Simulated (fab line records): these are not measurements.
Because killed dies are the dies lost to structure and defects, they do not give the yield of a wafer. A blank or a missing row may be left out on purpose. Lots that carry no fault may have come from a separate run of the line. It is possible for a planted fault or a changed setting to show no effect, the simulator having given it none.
Shared-tool check || flow nand harc || Sample size 10 lots and 36 wafers

## REASON IT WAS OPENED
At NHARC_P_M2_CD_MEAS_09 the reading cd nm is flagged on 2 of 10 lots. No-fault wafers: 170.3 nm, standard deviation 0.73.
Rule: a lot is flagged when every wafer of it that has a number lies more than 4 standard deviations from that mean, or none has a number. The rest of the lots are taken to be sound.

{"lot": "L355", "measured": "day 6 10:56", "on": "cd sem-02", "cd nm (nm), wafer by wafer": "170.3 171.0 170.5", "flag": ""}
{"lot": "L356", "measured": "day 6 21:58", "on": "cd sem-03", "cd nm (nm), wafer by wafer": "169.9 170.5 170.2", "flag": ""}
{"lot": "L359", "measured": "day 8 14:24", "on": "cd sem-02", "cd nm (nm), wafer by wafer": "170.6 170.9 170.6", "flag": ""}
{"lot": "L362", "measured": "day 9 17:47", "on": "cd sem-02", "cd nm (nm), wafer by wafer": "170.6 170.5 170.6", "flag": ""}
{"lot": "L364", "measured": "day 10 05:08", "on": "cd sem-01", "cd nm (nm), wafer by wafer": "154.2 154.3 154.8 154.3 154.3 154.4", "flag": "FLAGGED"}
{"lot": "L367", "measured": "day 11 04:01", "on": "cd sem-01", "cd nm (nm), wafer by wafer": "155.1 154.5 154.7 154.9 154.3 154.9", "flag": "FLAGGED"}
{"lot": "L374", "measured": "day 14 05:25", "on": "cd sem-03", "cd nm (nm), wafer by wafer": "169.6 170.0 168.7", "flag": ""}
{"lot": "L375", "measured": "day 15 02:04", "on": "cd sem-02", "cd nm (nm), wafer by wafer": "169.5 168.9 168.3", "flag": ""}
{"lot": "L376", "measured": "day 15 03:53", "on": "cd sem-03", "cd nm (nm), wafer by wafer": "169.6 170.1 170.8", "flag": ""}
{"lot": "L377", "measured": "day 15 18:20", "on": "cd sem-01", "cd nm (nm), wafer by wafer": "170.2 170.1 170.4", "flag": ""}
On average the flagged lots' numbers are 154.6 nm, which is -15.7 nm against the usual, or -22 standard deviations.

## LOT BY LOT: THE TOOL USED
The record holds 2 process steps before the reading, out of a route of 1302 steps. In each cell: the tool, then ch and the chambers that the sampled wafers went through, then the start.
{"lot": "L355", "flag": "", "NHARC_P_M1_STRIP_18": "rie diel-11 ch 0,1, day 6 07:21", "NHARC_P_M2_PEB_07": "litho track-04 ch 0, day 6 10:51"}
{"lot": "L356", "flag": "", "NHARC_P_M1_STRIP_18": "rie diel-08 ch 0,1,3, day 6 17:52", "NHARC_P_M2_PEB_07": "litho track-01 ch 0, day 6 21:53"}
{"lot": "L359", "flag": "", "NHARC_P_M1_STRIP_18": "rie diel-08 ch 1,2, day 8 10:43", "NHARC_P_M2_PEB_07": "litho track-04 ch 0, day 8 14:19"}
{"lot": "L362", "flag": "", "NHARC_P_M1_STRIP_18": "rie diel-08 ch 0,3, day 9 14:14", "NHARC_P_M2_PEB_07": "litho track-01 ch 0, day 9 17:42"}
{"lot": "L364", "flag": "FLAGGED", "NHARC_P_M1_STRIP_18": "rie diel-08 ch 1,2, day 10 01:27", "NHARC_P_M2_PEB_07": "litho track-01 ch 0, day 10 05:03"}
{"lot": "L367", "flag": "FLAGGED", "NHARC_P_M1_STRIP_18": "rie diel-07 ch 1,2,3, day 11 00:37", "NHARC_P_M2_PEB_07": "litho track-01 ch 0, day 11 03:55"}
{"lot": "L374", "flag": "", "NHARC_P_M1_STRIP_18": "rie diel-08 ch 1,3, day 14 01:48", "NHARC_P_M2_PEB_07": "litho track-06 ch 0, day 14 05:20"}
{"lot": "L375", "flag": "", "NHARC_P_M1_STRIP_18": "rie diel-08 ch 0,1,3, day 14 22:29", "NHARC_P_M2_PEB_07": "litho track-06 ch 0, day 15 02:00"}
{"lot": "L376", "flag": "", "NHARC_P_M1_STRIP_18": "rie diel-08 ch 0,1,3, day 15 00:19", "NHARC_P_M2_PEB_07": "litho track-01 ch 0, day 15 03:49"}
{"lot": "L377", "flag": "", "NHARC_P_M1_STRIP_18": "rie diel-08 ch 0,2, day 15 14:43", "NHARC_P_M2_PEB_07": "litho track-04 ch 0, day 15 18:15"}
What the steps here do:
- NHARC_P_M1_STRIP_18: strips in N2/H2.
- NHARC_P_M2_PEB_07: peb time 65 s.
- NHARC_P_M2_CD_MEAS_09: target cd 170 nm.

## FLAGGED OVER TOTAL, TOOL BY TOOL (the gauges that took the reading come last)
{"step": "NHARC_P_M1_STRIP_18", "tool": "rie diel-07", "lots run": 1, "flagged": 1, "share of the flagged lots": "some", "sound lots run after its first flagged lot": 0}
{"step": "NHARC_P_M1_STRIP_18", "tool": "rie diel-08", "lots run": 8, "flagged": 1, "share of the flagged lots": "some", "sound lots run after its first flagged lot": "4 (L374,L375,L376,L377)"}
{"step": "NHARC_P_M1_STRIP_18", "tool": "rie diel-11", "lots run": 1, "flagged": 0, "share of the flagged lots": "none", "sound lots run after its first flagged lot": "-"}
{"step": "NHARC_P_M2_PEB_07", "tool": "litho track-01", "lots run": 5, "flagged": 2, "share of the flagged lots": "all", "sound lots run after its first flagged lot": "1 (L376)"}
{"step": "NHARC_P_M2_PEB_07", "tool": "litho track-04", "lots run": 3, "flagged": 0, "share of the flagged lots": "none", "sound lots run after its first flagged lot": "-"}
{"step": "NHARC_P_M2_PEB_07", "tool": "litho track-06", "lots run": 2, "flagged": 0, "share of the flagged lots": "none", "sound lots run after its first flagged lot": "-"}
{"step": "NHARC_P_M2_CD_MEAS_09", "tool": "cd sem-01", "lots run": 3, "flagged": 2, "share of the flagged lots": "all", "sound lots run after its first flagged lot": "1 (L377)"}
{"step": "NHARC_P_M2_CD_MEAS_09", "tool": "cd sem-02", "lots run": 4, "flagged": 0, "share of the flagged lots": "none", "sound lots run after its first flagged lot": "-"}
{"step": "NHARC_P_M2_CD_MEAS_09", "tool": "cd sem-03", "lots run": 3, "flagged": 0, "share of the flagged lots": "none", "sound lots run after its first flagged lot": "-"}

## WHAT THE TABLE ALLOWS
Rows of the table that ran all the flagged lots, 2 in number: litho track-01 at NHARC_P_M2_PEB_07; cd sem-01 at NHARC_P_M2_CD_MEAS_09.
- litho track-01 at NHARC_P_M2_PEB_07 ran 5 lots, 2 of them flagged. After the first flagged lot (L376), sound lots still ran on it; a lasting fault on the whole tool would not permit that. Its own readings lie more than 4 standard deviations out on every wafer of the flagged lots: heater power total W.
- cd sem-01 at NHARC_P_M2_CD_MEAS_09 ran 3 lots, 2 of them flagged. After the first flagged lot (L377), sound lots still ran on it; a lasting fault on the whole tool would not permit that.
There is no row in the table that ran each flagged lot and no sound lot after the first.

## WHAT WAS PUT IN BY THE SIMULATOR
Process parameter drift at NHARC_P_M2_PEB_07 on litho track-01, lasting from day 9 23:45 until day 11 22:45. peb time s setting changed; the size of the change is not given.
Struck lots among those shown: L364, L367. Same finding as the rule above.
